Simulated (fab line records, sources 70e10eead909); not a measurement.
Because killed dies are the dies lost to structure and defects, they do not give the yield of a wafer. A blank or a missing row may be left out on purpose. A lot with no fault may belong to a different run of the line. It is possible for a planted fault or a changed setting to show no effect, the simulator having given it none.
fab line records | flow nand-harc
[record] lots = 6 | wafers = 18 | last-day = 24
route steps=1159 shown THIN_TSV@1101
lots that met no fault: from a run of the same line without faults
start-h: hours from the record's opening day to when the first of the lot's shown wafers began | wait-h: hours since the lot's step before | " as in the row above | L1.1+2: several wafers, shown together as one row | - no value, or no start was given | * or withheld: withheld | < > ~ a bound
route shown NAME@n: NAME is a module with steps in the file, n the number in the route of the first one | usual: mean/standard deviation of fault-free wafers | same: alike in all rows | chamber/n: place in a boat | sites: per-site readings | _std_site: the standard deviation of these | _edge_site: mean of outer sites minus mean of inner sites | radius-mm: for every site, how far away it sits from the centre of the wafer | mask NAME#n: copy n | behind: the most recent tool/chamber to have shaped the wafer | hold: why the lot went on hold/how many hours it stayed there/how the hold came to an end | device: transistor that didn't switch, given as n, p or np | end of line: the route-end tests of the same wafers | a step with no rows: only its recipe | killed: at the first sort, the dies lost to defects and structure; wafer yield is something else | map: a wafer's dies, marking killed ones x, the rest . and places with no die _
set.NAME: setting as actually run; set.NAME@STEP: the setting as run at that earlier step | model.NAME: the simulator's own value behind a step, which no gauge read
lots seen at some steps along the route; tables by step, rows by wafer
services: a tool's chamber out of use, with start hour (start-h, from the record's first day; less than 0 if before it), hours out, and reason
[[steps]]
[step NHARC_THIN_TSV_GRIND_00]
[recipe] target-thk-um = 6
[usual] motor-current-A = 11.998/0.022
lot.wafer | tool       | chamber | start-h | wait-h | motor-current-A
L975.1    | grinder-01 | 0       | 452.06  | 20.5   | 11.980
L975.2    | "          | 0       | "       | "      | 12.000
L975.6    | "          | 0       | 453.42  | 21.8   | 11.991
L983.2    | grinder-01 | 0       | 485.30  | 1.5    | 11.982
L983.5    | "          | 0       | "       | "      | 11.980
L983.6    | "          | 0       | "       | "      | 11.981
L986.1    | grinder-01 | 0       | 504.22  | 0.1    | 12.031
L986.3    | "          | 0       | "       | "      | 12.034
L986.4    | "          | 0       | "       | "      | 12.008
L988.3    | grinder-01 | 0       | 513.98  | 0.5    | 11.976
L988.5    | "          | 0       | "       | "      | 12.004
L988.6    | "          | 0       | "       | "      | 11.980
L987.2    | grinder-01 | 0       | 522.85  | 3.6    | 12.002
L987.3    | "          | 0       | "       | "      | 12.000
L987.6    | "          | 0       | "       | "      | 12.000
L994.2    | grinder-01 | 0       | 550.74  | 0.3    | 11.993
L994.3    | "          | 0       | "       | "      | 11.951
L994.6    | "          | 0       | "       | "      | 11.985
[step NHARC_THIN_TSV_CMP_01]
[recipe] target-thk-um = 3
[usual] motor-current-A = 11.8/1.1
lot.wafer | tool   | chamber | start-h | wait-h | motor-current-A
L975.1    | cmp-02 | 0       | 453.75  | 1.4    | 9.9
L975.2    | "      | 1       | "       | "      | 11.3
L975.6    | "      | 0       | "       | "      | 10.4
L983.2    | cmp-01 | 0       | 486.39  | 0.9    | 11.3
L983.6    | "      | 1       | "       | "      | 12.2
L983.5    | "      | 2       | "       | "      | 11.6
L986.3    | cmp-04 | 3       | 505.44  | 0.6    | 11.1
L986.1    | "      | 0       | "       | "      | 12.2
L986.4    | "      | 1       | "       | "      | 10.8
L988.3    | cmp-01 | 2       | 514.87  | 0.7    | 11.2
L988.6    | "      | 0       | "       | "      | 11.3
L988.5    | "      | 1       | "       | "      | 12.3
L987.3    | cmp-01 | 3       | 523.89  | 0.6    | 13.1
L987.2    | "      | 1       | "       | "      | 12.9
L987.6    | "      | 3       | "       | "      | 13.0
L994.2    | cmp-01 | 0       | 551.78  | 0.8    | 11.0
L994.3    | "      | 1       | "       | "      | 12.6
L994.6    | "      | 0       | "       | "      | 10.8
[step NHARC_THIN_TSV_THK_MEAS_02]
[recipe] thk-meas-gauge = ir
[usual] thk-nm = 3068/200
lot.wafer | tool          | chamber | start-h | wait-h | thk-nm
L975.1    | film-metro-02 | -       | 453.98  | 0.2    | 2861
L975.2    | "             | -       | "       | "      | 2973
L975.6    | "             | -       | "       | "      | 2893
L983.2    | film-metro-02 | -       | 486.58  | -      | 3183
L983.5    | "             | -       | "       | "      | 3214
L983.6    | "             | -       | "       | "      | 3222
L986.1    | film-metro-01 | -       | 505.71  | 0.2    | 2901
L986.3    | "             | -       | "       | "      | 2874
L986.4    | "             | -       | "       | "      | 3021
L988.3    | film-metro-01 | -       | 515.08  | -      | 3165
L988.5    | "             | -       | "       | "      | 2952
L988.6    | "             | -       | "       | "      | 3227
L987.2    | film-metro-02 | -       | 524.13  | -      | 3236
L987.3    | "             | -       | "       | "      | 3149
L987.6    | "             | -       | "       | "      | 3140
L994.2    | film-metro-01 | -       | 552.04  | -      | 3236
L994.3    | "             | -       | "       | "      | 3195
L994.6    | "             | -       | "       | "      | 3635
[step NHARC_THIN_TSV_SRD_03]
[step NHARC_THIN_TSV_PRECLEAN_41]
[recipe] time-s = * | temp-c = 50 | bath-age-min = 0 | chemistry = SC1
[step NHARC_THIN_TSV_SRD_42]
[step NHARC_THIN_TSV_DEP_43]
[recipe] target-thk-a = 13285 | temp-c = withheld | pressure-torr = 6.5 | rf-w = 900 | teos-flow-sccm = 161.4 | flow-sccm = 2650 | target-thk-nm = 1328.5 | gas = O2 | material = SiO2
[usual] throttle-valve-pct = 15.9/0.47
lot.wafer | tool     | chamber | start-h | wait-h | throttle-valve-pct
L975.1    | pecvd-01 | 2       | 454.21  | -      | 15.8
L975.2    | "        | 0       | "       | "      | 16.3
L975.6    | "        | 0       | "       | "      | 16.3
L983.2    | pecvd-01 | 2       | 486.89  | -      | 15.9
L983.6    | "        | 0       | "       | "      | 16.6
L983.5    | "        | 1       | "       | "      | 15.7
L986.3    | pecvd-01 | 0       | 505.93  | -      | 16.4
L986.1    | "        | 2       | "       | "      | 15.8
L986.4    | "        | 0       | "       | "      | 16.6
L988.3    | pecvd-04 | 1       | 515.39  | -      | 16.0
L988.6    | "        | 0       | "       | "      | 15.6
L988.5    | "        | 1       | "       | "      | 16.2
L987.3    | pecvd-01 | 0       | 524.40  | -      | 16.3
L987.2    | "        | 1       | "       | "      | 15.8
L987.6    | "        | 1       | "       | "      | 15.6
L994.3    | pecvd-04 | 0       | 552.31  | -      | 15.7
L994.2    | "        | 1       | "       | "      | 16.2
L994.6    | "        | 2       | "       | "      | 15.6
[step NHARC_THIN_TSV_DEHYDRATE_04]
[recipe] temp-c = 150 | time-s = 120
[step NHARC_THIN_TSV_HMDS_05]
[recipe] time-s = 30
[step NHARC_THIN_TSV_COAT_06]
[recipe] spin-rpm = *
[step NHARC_THIN_TSV_SOFTBAKE_07]
[recipe] temp-c = 122 | time-s = 95
[step NHARC_THIN_TSV_EBR_08]
[step NHARC_THIN_TSV_EXPOSE_09]
[recipe] na = 0.55 | dose-mj = 30.7 | mask-id = TSV
[usual] exposure-dose-mJ-cm2 = 30.704/0.029 | focus-offset-nm = 0.1/0.51
lot.wafer | tool           | chamber | start-h | wait-h | mask  | exposure-dose-mJ-cm2 | focus-offset-nm
L975.1    | krf-scanner-01 | 0       | 454.88  | -      | TSV#0 | 30.699               | 0.5
L975.2    | "              | 0       | "       | "      | TSV#0 | 30.661               | 0.6
L975.6    | "              | 0       | "       | "      | TSV#0 | 30.695               | 0.5
L983.2    | krf-scanner-04 | 0       | 487.48  | -      | TSV#0 | 30.698               | -0.2
L983.5    | "              | 0       | "       | "      | TSV#0 | 30.696               | 0.4
L983.6    | "              | 0       | "       | "      | TSV#0 | 30.668               | 0.3
L986.1    | krf-scanner-01 | -       | 506.50  | -      | TSV#0 | -                    | -
L986.3    | "              | -       | "       | "      | TSV#0 | -                    | -
L986.4    | "              | -       | "       | "      | TSV#0 | -                    | -
L988.3    | krf-scanner-04 | -       | 515.99  | -      | TSV#0 | -                    | -
L988.5    | "              | -       | "       | "      | TSV#0 | -                    | -
L988.6    | "              | -       | "       | "      | TSV#0 | -                    | -
L987.2    | krf-scanner-01 | 0       | 525.04  | -      | TSV#0 | 30.696               | 0.7
L987.3    | "              | 0       | "       | "      | TSV#0 | 30.715               | 0.1
L987.6    | "              | 0       | "       | "      | TSV#0 | 30.700               | -0.4
L994.2    | krf-scanner-01 | 0       | 552.82  | -      | TSV#0 | 30.680               | 0.3
L994.3    | "              | 0       | "       | "      | TSV#0 | 30.736               | -0.2
L994.6    | "              | 0       | "       | "      | TSV#0 | 30.733               | 0.4
[step NHARC_THIN_TSV_PEB_10]
[recipe] peb-temp-c = 118 | peb-time-s = 85
[[services]]
tool           | chamber | start-h | hours | kind
cmp-02         | -       | 428.13  | -     | consumable-replace:conditioner
cmp-02         | -       | 428.13  | -     | consumable-replace:pad
krf-scanner-04 | -       | 428.74  | 1.9   | repair
pecvd-01       | 0       | 431.18  | -     | clean
pecvd-01       | 1       | 431.18  | -     | clean
pecvd-01       | 2       | 431.18  | -     | clean
krf-scanner-04 | -       | 453.59  | 0.2   | repair
cmp-02         | -       | 466.07  | 0.6   | repair
krf-scanner-04 | -       | 470.00  | 4.0   | pm
cmp-01         | -       | 476.37  | 1.1   | repair
krf-scanner-04 | -       | 478.99  | 5.7   | repair
cmp-01         | -       | 479.20  | 4.0   | pm
cmp-01         | -       | 483.20  | -     | consumable-replace:conditioner
cmp-01         | -       | 483.20  | -     | consumable-replace:pad
cmp-04         | -       | 497.29  | 4.0   | pm
cmp-04         | -       | 501.29  | -     | consumable-replace:conditioner
cmp-04         | -       | 501.29  | -     | consumable-replace:pad
cmp-04         | -       | 502.90  | 1.0   | repair
cmp-02         | -       | 515.76  | 2.2   | repair
pecvd-01       | 1       | 517.29  | 5.0   | repair
grinder-01     | -       | 518.34  | 4.3   | repair
grinder-01     | -       | 529.13  | 0.5   | repair
cmp-04         | -       | 540.82  | 15.6  | repair
grinder-01     | -       | 544.11  | 0.8   | repair
[[key]]
[first-sign] step = NHARC_THIN_TSV_EXPOSE_09 | reading = tool-record | direction = missing
effect none on later readings
met-at NHARC_THIN_TSV_EXPOSE_09
struck-wafers L986.1,L986.3,L986.4,L988.3,L988.5,L988.6
later-rows-left-out L986.1,L986.3,L986.4,L988.3,L988.5,L988.6
sort-left-out L986.1,L986.3,L986.4,L988.3,L988.5,L988.6
onset-between 487.48 506.50
[fault] kind = skipped-step-whole | tool = krf-scanner-01,krf-scanner-04 | chamber = - | onset-h = 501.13 | steps = NHARC_THIN_TSV_EXPOSE_09 | scope = struck-lots-only
// sort-left-out: the simulated sort isn't trusted on such a fault, so these wafers' sort isn't shown, and their yield isn't known
// later-rows-left-out: the simulator's readings of these wafers behind a module that went badly wrong aren't trusted and aren't shown, but for the sort
